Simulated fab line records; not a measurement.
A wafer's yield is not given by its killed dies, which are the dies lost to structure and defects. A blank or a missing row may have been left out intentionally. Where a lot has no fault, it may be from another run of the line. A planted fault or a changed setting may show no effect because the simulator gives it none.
fab line records    flow nandHarc
record lots=6  wafers=18  lastDay=32
route steps=1302 shown A_BLC@1125 A_M0@1137 END@1302
lots with no fault: from the same line, run without faults
startH: hours from the record's opening day to when the first of the lot's shown wafers began    waitH: hours elapsed since this lot's preceding step    " unchanged from the row above    L1.1+2: a row that stands for several wafers    - no value, or no start was given    * or withheld: withheld    < > ~ a bound
route shown NAME@n: NAME is a module with steps in the file, n the number in the route of the first one    usual: mean/standard deviation of fault-free wafers    same: alike in all rows    chamber/n: place in a boat    sites: readings site by site    _std_site: standard deviation across them    _edge_site: inner sites' mean taken away from outer sites' mean    radiusMm: how far each site lies from the wafer's centre    mask NAME#n: copy n    behind: the tool/chamber that last shaped the wafer    hold: reason for holding the lot/hours on hold/outcome of the hold    device: transistor that didn't switch, given as n, p or np    end of line: the tests these same wafers got at the end of their route    where a step has no rows: the recipe by itself    killed: not the wafer's yield, but the dies lost to structure and defects at the first sort    map: per-die view of a wafer (x killed, . not killed, _ where there is no die)
set.NAME: the setting the step ran with; set.NAME@STEP: the setting that earlier step ran with    model.NAME: the simulator's own value behind a step, which no gauge read
certain route steps with their lots: each step a table, each wafer a row
services: a tool's chamber out of use, with start hour (startH, from the record's first day; less than 0 if before it), hours out, and reason
## steps
# step NHARC_A_BLC_STRIP_29
# recipe cf4FlowSccm=150  arFlowSccm=0  biasW=0  chemistry=CF4
# usual drypumpMotorCurrentA=5.8/0.47  oesProductAu=0.996/0.012  rfVppV=59.3/0.89  showerheadPlenumPTorr=1.75/0.088  throttleValvePct=13.283/0.0089
# same biasW=0
lot.wafer  tool        chamber  startH  waitH  drypumpMotorCurrentA  oesProductAu  rfHoursCounterH  rfVppV  showerheadPlenumPTorr  throttleValvePct
L924.2     rieDiel-04  2        527.15  0.1    6.0                   0.978         9                59.9    1.69                   13.272
L924.1     "           3        "       "      6.1                   0.976         9                59.6    1.68                   13.270
L924.6     "           3        "       "      6.1                   0.980         -                59.1    1.68                   13.259
L935.3     rieDiel-04  0        625.02  0.1    4.9                   1.003         5                59.4    1.72                   13.296
L935.1     "           1        "       "      5.7                   1.020         6                60.0    1.89                   13.279
L935.4     "           2        "       "      6.0                   0.970         6                58.7    1.69                   13.288
L941.3     rieDiel-04  1        682.02  0.1    5.7                   1.016         10               58.3    1.88                   13.286
L941.2     "           2        "       "      5.9                   0.982         11               57.8    1.68                   13.275
L941.4     "           3        "       "      6.1                   0.990         9                59.3    1.68                   13.285
L942.3     rieDiel-04  1        708.18  0.1    5.7                   1.004         11               58.9    1.88                   13.285
L942.4     "           2        "       "      6.0                   0.991         13               58.7    1.68                   13.288
L942.1     "           3        "       "      6.1                   1.002         11               59.0    1.67                   13.278
L944.1     rieDiel-04  0        726.10  0.1    4.9                   1.005         1                60.2    1.71                   13.277
L944.3     "           1        "       "      5.7                   0.989         1                61.5    1.88                   13.280
L944.4     "           3        "       "      6.1                   1.013         1                59.0    1.68                   13.286
L945.3     rieDiel-04  1        729.25  0.1    5.7                   0.991         1                60.3    1.88                   13.295
L945.6     "           1        "       "      5.7                   0.998         -                59.5    1.88                   13.277
L945.5     "           3        "       "      6.1                   1.007         -                58.6    1.68                   13.289
# step NHARC_A_BLC_STRIP_21
# recipe o2FlowSccm=500  arFlowSccm=0  biasW=0  chemistry=O2
# step NHARC_A_BLC_STRIP_22
# recipe timeS=600  tempC=30  chemistry=postEtchResidueRemover
# step NHARC_A_BLC_DEGAS_30
# recipe tempC=300  timeS=60
# usual heaterPowerW=449/55
lot.wafer  tool           chamber  startH  waitH  heaterPowerW
L924.2     pvdSputter-01  -        527.68  -      492
L924.1     "              -        "       "      463
L924.6     "              -        "       "      460
L935.1     pvdSputter-01  -        625.55  -      363
L935.4     "              -        "       "      455
L935.3     "              -        "       "      404
L941.2     pvdSputter-01  -        682.56  -      368
L941.3     "              -        "       "      480
L941.4     "              -        "       "      461
L942.1     pvdSputter-01  -        708.77  -      478
L942.4     "              -        "       "      458
L942.3     "              -        "       "      408
L944.1     pvdSputter-01  -        726.64  -      479
L944.4     "              -        "       "      462
L944.3     "              -        "       "      398
L945.3     pvdSputter-03  -        729.82  -      545
L945.6     "              -        "       "      483
L945.5     "              -        "       "      541
# step NHARC_A_BLC_PRE_CLEAN_31
# recipe timeS=15  biasV=250  gas=Ar
# step NHARC_A_BLC_PVD_32
# recipe targetThkA=50  chamberPressurePa=5  powerW=5000  substrateTempC=200  timeS=17.7  material=Ti
# step NHARC_A_BLC_ALD_23
# recipe targetThkA=30  pulseTimeS=1  aldCycles=150  tempC=450  material=TiN
# step NHARC_A_BLC_CVD_24
# recipe targetThkA=1500  tempC=300  pressureTorr=40  wf6FlowSccm=40  h2FlowSccm=1600  arFlowSccm=1560  timeS=434  material=W
# step NHARC_A_BLC_CMP_25
# recipe tOverpolishS=30  targetThkNm=150
# step NHARC_A_BLC_SRD_27
# step NHARC_A_BLC_INSPECT_28
# usual rawDefectCount=506/130
lot.wafer  tool              chamber  startH  waitH  rawDefectCount
L924.1     defectInspect-01  -        529.06  0.1    671
L924.2     "                 -        "       "      383
L924.6     "                 -        "       "      486
L935.1     defectInspect-01  -        626.93  0.1    411
L935.3     "                 -        "       "      485
L935.4     "                 -        "       "      430
L941.2     defectInspect-01  -        683.94  0.1    652
L941.3     "                 -        "       "      562
L941.4     "                 -        "       "      566
L942.1     defectInspect-01  -        710.16  0.1    438
L942.3     "                 -        "       "      664
L942.4     "                 -        "       "      528
L944.1     defectInspect-01  -        728.01  0.1    447
L944.3     "                 -        "       "      547
L944.4     "                 -        "       "      679
L945.3     defectInspect-02  -        731.19  0.1    435
L945.5     "                 -        "       "      370
L945.6     "                 -        "       "      393
# step NHARC_A_M0_DEP_00
# recipe targetThkA=1500  targetThkNm=150  tempC=withheld  pressureTorr=5  flowSccm=200  rfW=600  material=SiOC
# usual rfFwdPowerW=598.7/2
lot.wafer  tool      chamber  startH  waitH  rfFwdPowerW
L924.2     pecvd-04  2        529.23  0.2    599.1
L924.1     "         0        "       "      598.0
L924.6     "         1        "       "      595.7
L935.3     pecvd-01  2        626.99  0.1    598.4
L935.1     "         0        "       "      600.6
L935.4     "         2        "       "      596.9
L941.2     pecvd-04  0        684.01  0.1    598.4
L941.3     "         1        "       "      598.9
L941.4     "         0        "       "      595.7
L942.3     pecvd-02  0        710.27  0.1    596.1
L942.1     "         1        "       "      599.3
L942.4     "         0        "       "      595.4
L944.1     pecvd-04  0        728.12  0.1    600.5
L944.3     "         1        "       "      597.8
L944.4     "         1        "       "      596.1
L945.3     pecvd-04  2        731.31  0.1    601.6
L945.5     "         1        "       "      599.5
L945.6     "         2        "       "      601.2
# step NHARC_A_M0_DEHYDRATE_01
# recipe tempC=150  timeS=120
# step NHARC_A_M0_HMDS_02
# recipe timeS=30
# step NHARC_A_M0_COAT_33
# recipe tempC=200  timeS=65
# step NHARC_A_M0_COAT_03
# recipe spinRpm=1500  resistThkNm=90
# step NHARC_A_M0_SOFTBAKE_04
# recipe tempC=105  timeS=55
# step NHARC_A_M0_EBR_05
# step NHARC_A_M0_EXPOSE_06
# recipe na=1.35  targetCdNm=80  doseMj=83.25  maskId=A_M0
# step NHARC_A_M0_PEB_07
# recipe pebTempC=100  pebTimeS=65
# step NHARC_A_M0_DEVELOP_08
# recipe developTimeS=35  devTempC=23
# step NHARC_A_M0_CD_MEAS_09
# recipe targetCdNm=80  landingEnergyEv=500
# usual cdNm=79.7/0.86
# same landingEnergyEv=500
lot.wafer  tool      chamber  startH  waitH  cdNm
L924.1     cdSem-03  0        530.06  -      79.1
L924.2     "         0        "       "      79.6
L924.6     "         0        "       "      79.3
L935.1     cdSem-03  0        627.70  -      79.1
L935.3     "         0        "       "      77.9
L935.4     "         0        "       "      79.4
L941.2     cdSem-01  0        684.87  -      80.3
L941.3     "         0        "       "      80.0
L941.4     "         0        "       "      80.6
L942.1     cdSem-02  0        711.06  -      79.6
L942.3     "         0        "       "      79.8
L942.4     "         0        "       "      80.5
L944.1     cdSem-02  0        728.78  -      79.5
L944.3     "         0        "       "      80.9
L944.4     "         0        "       "      79.4
L945.3     cdSem-02  0        731.97  -      79.4
L945.5     "         0        "       "      79.1
L945.6     "         0        "       "      80.4
# step NHARC_A_M0_OVL_MEAS_10
# recipe pitchNm=160
# usual overlayXNm=-0.1/0.63  overlayYNm=-0.1/0.93
lot.wafer  tool        chamber  startH  waitH  overlayXNm  overlayYNm
L924.1     overlay-01  -        530.15  -      -0.8        -0.7
L924.2     "           -        "       "      0.0         -0.1
L924.6     "           -        "       "      -0.8        -1.0
L935.1     overlay-01  -        627.79  -      0.5         0.6
L935.3     "           -        "       "      0.0         0.6
L935.4     "           -        "       "      -0.2        0.5
L941.2     overlay-01  -        684.96  -      -0.3        -0.7
L941.3     "           -        "       "      -0.2        -0.8
L941.4     "           -        "       "      -0.9        -0.7
L942.1     overlay-02  -        711.15  -      0.4         0.2
L942.3     "           -        "       "      0.4         -0.2
L942.4     "           -        "       "      0.5         -0.2
L944.1     overlay-02  -        728.87  -      0.5         -0.2
L944.3     "           -        "       "      0.7         0.0
L944.4     "           -        "       "      0.4         -0.1
L945.3     overlay-02  -        732.06  -      -0.5        -0.9
L945.5     "           -        "       "      -0.7        -1.3
L945.6     "           -        "       "      -0.7        -0.7
# step NHARC_A_M0_INSPECT_11
# usual rawDefectCount=80/37
lot.wafer  tool              chamber  startH  waitH  rawDefectCount
L924.1     defectInspect-02  -        530.18  0.0    101
L924.2     "                 -        "       "      81
L924.6     "                 -        "       "      83
L935.1     defectInspect-02  -        627.83  0.0    43
L935.3     "                 -        "       "      39
L935.4     "                 -        "       "      40
L941.2     defectInspect-01  -        685.00  0.0    99
L941.3     "                 -        "       "      95
L941.4     "                 -        "       "      83
L942.1     defectInspect-01  -        711.19  0.0    75
L942.3     "                 -        "       "      74
L942.4     "                 -        "       "      98
L944.1     defectInspect-01  -        728.91  0.0    127
L944.3     "                 -        "       "      123
L944.4     "                 -        "       "      105
L945.3     defectInspect-02  -        732.09  0.0    19
L945.5     "                 -        "       "      24
L945.6     "                 -        "       "      17
# step NHARC_A_M0_DESCUM_14
# recipe timeS=3  o2FlowSccm=200  arFlowSccm=0  biasPowerW=0  chemistry=O2
# step NHARC_A_M0_ETCH_34
# recipe targetDepthA=400  overetchA=120  timeS=43.94  ionEnergyEv=200  n2FlowSccm=150  h2FlowSccm=150  arFlowSccm=0  rfW=400  biasW=150  chemistry=N2/H2
# step NHARC_A_M0_ETCH_15
# recipe targetDepthA=1500  overetchA=150  timeS=82.5  c4f8FlowSccm=withheld  arFlowSccm=400  rfW=600  biasW=300  chemistry=C4F8/Ar
# step NHARC_A_M0_CD_MEAS_16
# usual cdNm=79.6/1.1
lot.wafer  tool      chamber  startH  waitH  cdNm
L924.1     cdSem-01  -        530.54  -      78.5
L924.2     "         -        "       "      80.3
L924.6     "         -        "       "      78.5
L935.1     cdSem-03  -        628.19  -      78.6
L935.3     "         -        "       "      78.2
L935.4     "         -        "       "      78.9
L941.2     cdSem-01  -        685.41  -      79.5
L941.3     "         -        "       "      79.3
L941.4     "         -        "       "      79.9
L942.1     cdSem-01  -        711.59  -      79.4
L942.3     "         -        "       "      80.3
L942.4     "         -        "       "      80.2
L944.1     cdSem-03  -        729.76  -      79.1
L944.3     "         -        "       "      80.1
L944.4     "         -        "       "      79.5
L945.3     cdSem-03  -        732.47  -      78.8
L945.5     "         -        "       "      78.9
L945.6     "         -        "       "      79.5
# step NHARC_A_M0_STRIP_18
# recipe powerW=1000  n2FlowSccm=150  h2FlowSccm=150  arFlowSccm=0  biasW=0  chemistry=N2/H2
# step NHARC_A_M0_STRIP_19
# recipe timeS=600  tempC=30  chemistry=postEtchResidueRemover
# step NHARC_A_M0_DEGAS_28
# recipe tempC=250  timeS=60
# step NHARC_A_M0_PRE_CLEAN_29
# recipe timeS=30  tempC=280  gas=H2/He
# usual heaterPowerW=396/47
lot.wafer  tool           chamber  startH  waitH  heaterPowerW
L924.2     pvdSputter-02  -        -       -      418
L924.1     "              -        "       "      358
L924.6     "              -        "       "      421
L935.4     pvdSputter-03  -        -       -      427
L935.1     "              -        "       "      364
L935.3     "              -        "       "      462
L941.2     pvdSputter-01  -        -       -      409
L941.3     "              -        "       "      355
L941.4     "              -        "       "      320
L942.4     pvdSputter-02  -        -       -      382
L942.3     "              -        "       "      350
L942.1     "              -        "       "      429
L944.3     pvdSputter-01  -        -       -      407
L944.4     "              -        "       "      361
L944.1     "              -        "       "      324
L945.3     pvdSputter-03  -        -       -      423
L945.6     "              -        "       "      455
L945.5     "              -        "       "      434
# step NHARC_A_M0_PVD_20
# recipe targetThkA=50  biasV=168.6  powerW=15000  chamberPressurePa=0.12  timeS=8.06  substrateTempC=50  material=TaN
# usual biasV=168.6/1.8  throttleValvePct=29.7/0.88
lot.wafer  tool           chamber  startH  waitH  biasV  throttleValvePct
L924.1     pvdSputter-02  -        -       -      167.1  29.9
L924.2     "              -        "       "      167.6  30.4
L924.6     "              -        "       "      166.4  30.0
L935.4     pvdSputter-03  -        -       -      170.6  30.9
L935.1     "              -        "       "      167.0  29.5
L935.3     "              -        "       "      168.4  29.3
L941.3     pvdSputter-01  -        -       -      167.8  28.2
L941.2     "              -        "       "      171.8  30.4
L941.4     "              -        "       "      169.1  29.5
L942.1     pvdSputter-02  -        -       -      170.6  31.3
L942.4     "              -        "       "      164.8  29.4
L942.3     "              -        "       "      168.1  28.3
L944.4     pvdSputter-01  -        -       -      166.9  30.1
L944.1     "              -        "       "      167.1  29.5
L944.3     "              -        "       "      170.5  28.3
L945.3     pvdSputter-03  -        -       -      168.3  29.7
L945.6     "              -        "       "      167.7  29.9
L945.5     "              -        "       "      167.0  29.8
# step NHARC_A_M0_PVD_21
# recipe targetThkA=300  chamberPressurePa=5  powerW=5000  substrateTempC=30  timeS=20.49  material=Cu
# step NHARC_A_M0_ECD_22
# recipe targetThkA=4000  bathTempC=25  material=Cu
# step NHARC_A_M0_ANNEAL_30
# recipe tempC=225  timeS=90
# step NHARC_A_M0_CMP_23
# recipe tOverpolishS=20  targetThkNm=113.75
# usual motorCurrentA=12.1/0.97  timeToEndpointS=29.6/2.9
lot.wafer  tool    chamber  startH  waitH  motorCurrentA  timeToEndpointS
L924.1     cmp-02  3        532.24  -      11.1           33.4
L924.2     "       0        "       "      11.3           35.9
L924.6     "       0        "       "      11.5           36.6
L935.3     cmp-03  3        629.89  -      13.1           30.5
L935.1     "       0        "       "      10.9           29.9
L935.4     "       1        "       "      11.8           27.6
L941.3     cmp-03  1        687.19  -      11.7           26.7
L941.2     "       2        "       "      11.4           24.2
L941.4     "       3        "       "      12.1           28.7
L942.4     cmp-04  0        713.29  -      11.7           33.1
L942.3     "       2        "       "      14.2           32.3
L942.1     "       3        "       "      12.2           31.3
L944.3     cmp-04  0        731.46  -      11.4           33.2
L944.1     "       1        "       "      11.9           26.4
L944.4     "       2        "       "      13.7           30.0
L945.3     cmp-03  2        734.23  -      11.2           23.3
L945.5     "       0        "       "      10.7           29.5
L945.6     "       1        "       "      12.0           28.5
# step NHARC_A_M0_SRD_25
# step NHARC_A_M0_INSPECT_27
# usual rawDefectCount=560/140
lot.wafer  tool              chamber  startH  waitH  rawDefectCount
L924.1     defectInspect-01  -        532.72  0.0    574
L924.2     "                 -        "       "      738
L924.6     "                 -        "       "      583
L935.1     defectInspect-02  -        630.36  0.0    364
L935.3     "                 -        "       "      435
L935.4     "                 -        "       "      494
L941.2     defectInspect-01  -        687.69  0.0    874
L941.3     "                 -        "       "      770
L941.4     "                 -        "       "      713
L942.1     defectInspect-01  -        713.78  0.0    579
L942.3     "                 -        "       "      538
L942.4     "                 -        "       "      597
L944.1     defectInspect-01  -        731.95  0.0    532
L944.3     "                 -        "       "      464
L944.4     "                 -        "       "      558
L945.3     defectInspect-01  -        734.65  0.0    521
L945.5     "                 -        "       "      475
L945.6     "                 -        "       "      556
# step NHARC_END_SORT_01
# recipe tempC=25
# usual killedAtArray=58/22  killedAtOther=1.0/1.3  killedAtPeriphery=5/3.4  killedDies=64/22  killedOpen=3.6/1.8  killedShort=2.4/1.7
# same grossDies=677
lot.wafer  tool       chamber  startH  waitH  killedAtArray  killedAtOther  killedAtPeriphery  killedDies  killedOpen  killedShort
L944.1     prober-01  0        771.31  2.5    673            1              3                  677         2           2
L944.3     prober-01  0        772.90  3.1    675            0              2                  677         3           2
L944.4     prober-01  0        773.69  3.4    669            0              7                  676         7           3
L945.3     prober-02  0        773.45  3.1    669            0              8                  677         2           3
L945.5     prober-02  0        775.04  3.7    666            0              11                 677         4           0
L945.6     prober-02  0        775.84  4.0    673            0              4                  677         5           4
# killed by level:class
L944.1 A_M0:areaDep=600 A_SLIT:chamberFilmFlake=29 A_CHANNEL_HOLE_D2:chamberFilmFlake=14 A_CHANNEL_HOLE_D1:chamberFilmFlake=13 A_CONTACT:chamberFilmFlake=4 A_STAIRCASE:chamberFilmFlake=3 A_WL_FILL:chamberFilmFlake=3 A_DECK1_JOINT:chamberFilmFlake=2
L944.3 A_M0:areaDep=590 A_SLIT:chamberFilmFlake=30 A_CHANNEL_HOLE_D2:chamberFilmFlake=23 A_CHANNEL_HOLE_D1:chamberFilmFlake=12 A_WL_FILL:chamberFilmFlake=5 A_CONTACT:chamberFilmFlake=4 A_DECK1_JOINT:chamberFilmFlake=2 A_STAIRCASE:chamberFilmFlake=2
L945.3 A_M0:areaDep=646 A_SLIT:chamberFilmFlake=6 P_GATE:chamberFilmFlake=4 A_CHANNEL_HOLE_D1:chamberFilmFlake=4 A_STAIRCASE:chamberFilmFlake=3 A_M1:chamberFilmFlake=3 A_CHANNEL_FILL_D2:geometricParticle:short=2 P_M0:areaPeb=2
L944.4 A_M0:areaDep=586 A_SLIT:chamberFilmFlake=27 A_CHANNEL_HOLE_D2:chamberFilmFlake=25 A_CHANNEL_HOLE_D1:chamberFilmFlake=10 A_CONTACT:chamberFilmFlake=4 A_STAIRCASE:chamberFilmFlake=3 A_WL_FILL:chamberFilmFlake=3 P_GATE:chamberFilmFlake=2
L945.5 A_M0:areaDep=643 A_SLIT:chamberFilmFlake=9 P_GATE:chamberFilmFlake=6 A_STAIRCASE:chamberFilmFlake=4 A_CHANNEL_HOLE_D1:unspecified=3 A_DECK1_JOINT:chamberFilmFlake=2 P_M0:areaPeb=2 P_CONTACT:geometricParticle:open=1
L945.6 A_M0:areaDep=644 A_SLIT:chamberFilmFlake=7 A_CONTACT:chamberFilmFlake=7 P_GATE:chamberFilmFlake=3 A_DECK1_JOINT:geometricParticle:open=2 A_ONON_D2:geometricParticle:open=2 A_CHANNEL_HOLE_D2:chamberFilmFlake=2 A_ONON_D2:geometricParticle:short=1
# map L944.1 (x killed, . not)
____________x____________
_________xxxxxxx_________
_______xxxxxxxxxxx_______
______xxxxxxxxxxxxx______
_____xxxxxxxxxxxxxxx_____
____xxxxxxxxxxxxxxxxx____
____xxxxxxxxxxxxxxxxx____
___xxxxxxxxxxxxxxxxxxx___
___xxxxxxxxxxxxxxxxxxx___
__xxxxxxxxxxxxxxxxxxxxx__
__xxxxxxxxxxxxxxxxxxxxx__
_xxxxxxxxxxxxxxxxxxxxxxx_
_xxxxxxxxxxxxxxxxxxxxxxx_
_xxxxxxxxxxxxxxxxxxxxxxx_
_xxxxxxxxxxxxxxxxxxxxxxx_
_xxxxxxxxxxxxxxxxxxxxxxx_
xxxxxxxxxxxxxxxxxxxxxxxxx
xxxxxxxxxxxxxxxxxxxxxxxxx
xxxxxxxxxxxxxxxxxxxxxxxxx
xxxxxxxxxxxxxxxxxxxxxxxxx
xxxxxxxxxxxxxxxxxxxxxxxxx
_xxxxxxxxxxxxxxxxxxxxxxx_
_xxxxxxxxxxxxxxxxxxxxxxx_
_xxxxxxxxxxxxxxxxxxxxxxx_
_xxxxxxxxxxxxxxxxxxxxxxx_
_xxxxxxxxxxxxxxxxxxxxxxx_
__xxxxxxxxxxxxxxxxxxxxx__
__xxxxxxxxxxxxxxxxxxxxx__
___xxxxxxxxxxxxxxxxxxx___
___xxxxxxxxxxxxxxxxxxx___
____xxxxxxxxxxxxxxxxx____
____xxxxxxxxxxxxxxxxx____
_____xxxxxxxxxxxxxxx_____
______xxxxxxxxxxxxx______
_______xxxxxxxxxxx_______
_________xxxxxxx_________
____________x____________
# map L945.3 (x killed, . not)
____________x____________
_________xxxxxxx_________
_______xxxxxxxxxxx_______
______xxxxxxxxxxxxx______
_____xxxxxxxxxxxxxxx_____
____xxxxxxxxxxxxxxxxx____
____xxxxxxxxxxxxxxxxx____
___xxxxxxxxxxxxxxxxxxx___
___xxxxxxxxxxxxxxxxxxx___
__xxxxxxxxxxxxxxxxxxxxx__
__xxxxxxxxxxxxxxxxxxxxx__
_xxxxxxxxxxxxxxxxxxxxxxx_
_xxxxxxxxxxxxxxxxxxxxxxx_
_xxxxxxxxxxxxxxxxxxxxxxx_
_xxxxxxxxxxxxxxxxxxxxxxx_
_xxxxxxxxxxxxxxxxxxxxxxx_
xxxxxxxxxxxxxxxxxxxxxxxxx
xxxxxxxxxxxxxxxxxxxxxxxxx
xxxxxxxxxxxxxxxxxxxxxxxxx
xxxxxxxxxxxxxxxxxxxxxxxxx
xxxxxxxxxxxxxxxxxxxxxxxxx
_xxxxxxxxxxxxxxxxxxxxxxx_
_xxxxxxxxxxxxxxxxxxxxxxx_
_xxxxxxxxxxxxxxxxxxxxxxx_
_xxxxxxxxxxxxxxxxxxxxxxx_
_xxxxxxxxxxxxxxxxxxxxxxx_
__xxxxxxxxxxxxxxxxxxxxx__
__xxxxxxxxxxxxxxxxxxxxx__
___xxxxxxxxxxxxxxxxxxx___
___xxxxxxxxxxxxxxxxxxx___
____xxxxxxxxxxxxxxxxx____
____xxxxxxxxxxxxxxxxx____
_____xxxxxxxxxxxxxxx_____
______xxxxxxxxxxxxx______
_______xxxxxxxxxxx_______
_________xxxxxxx_________
____________x____________
## services
tool           chamber  startH  hours  kind
rieDiel-04     0        514.50  6.3    repair
pvdSputter-02  -        525.18  2.5    repair
pvdSputter-03  -        526.03  10.0   pm
rieDiel-04     -        531.95  9.0    pm
pvdSputter-01  -        536.51  1.5    repair
pvdSputter-03  -        562.72  8.9    repair
pecvd-04       0        579.85  11.2   repair
pvdSputter-01  -        582.08  10.0   pm
rieDiel-04     3        593.63  9.0    repair
pvdSputter-01  -        599.27  1.2    repair
pvdSputter-01  -        622.01  3.0    repair
pecvd-04       1        626.82  13.3   repair
pecvd-04       -        632.25  13.0   pm
rieDiel-04     0        636.12  1.2    repair
pvdSputter-03  -        637.22  10.8   repair
rieDiel-04     1        640.51  11.2   repair
pvdSputter-02  -        651.84  10.0   pm
pvdSputter-01  -        670.17  4.5    repair
rieDiel-04     1        682.10  4.4    repair
pvdSputter-03  -        704.03  10.0   pm
rieDiel-04     -        708.95  9.0    pm
pvdSputter-03  -        714.56  0.5    repair
pvdSputter-02  -        718.06  2.8    repair
rieDiel-04     0        729.07  9.3    repair
## key
firstSign step=NHARC_END_SORT_01  reading=killedAtArray  direction=up  sigmas=28  usual=58  struck=671
effect step=NHARC_END_SORT_01  reading=killedDies  direction=up  sigmas=28  usual=64  struck=677
moreKillsBornAt NHARC_A_M0_DEP_00@pecvd-04=3709
metAt NHARC_A_M0_DEP_00
struckWafers L944.1,L944.3,L944.4,L945.3,L945.5,L945.6
laterRowsLeftOut L944.1,L944.3,L944.4,L945.3,L945.5,L945.6
testerLeftOut L944
onsetBetween 684.01 728.12
alsoFits time
earlierFault kind=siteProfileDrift  tool=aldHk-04  chamber=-  onsetH=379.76  steps=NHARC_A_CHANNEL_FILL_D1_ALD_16  basis=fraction  maxAbsDrift=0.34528  slopeSharePerHr=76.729  sitePattern=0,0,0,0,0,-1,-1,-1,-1
earlierFault kind=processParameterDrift  tool=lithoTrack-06  chamber=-  onsetH=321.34  steps=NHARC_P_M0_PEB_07  channel=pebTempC  offset=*  shape=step  actsIn=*  stated=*
fault kind=processParameterDrift  tool=pecvd-04  chamber=-  onsetH=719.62  steps=NHARC_A_M0_DEP_00  channel=targetThkA  offset=*  shape=step  actsIn=*  stated=*
# testerLeftOut: of these lots the tester's yield and bins aren't shown, on N5 and GAA mostly nor the transistor test; their killed dies are dies lost to structure and defects alone, not to doping, threshold or leakage, so they don't give the yield
# laterRowsLeftOut: the simulator's readings of these wafers behind a module that went badly wrong aren't trusted and aren't shown, but for the sort
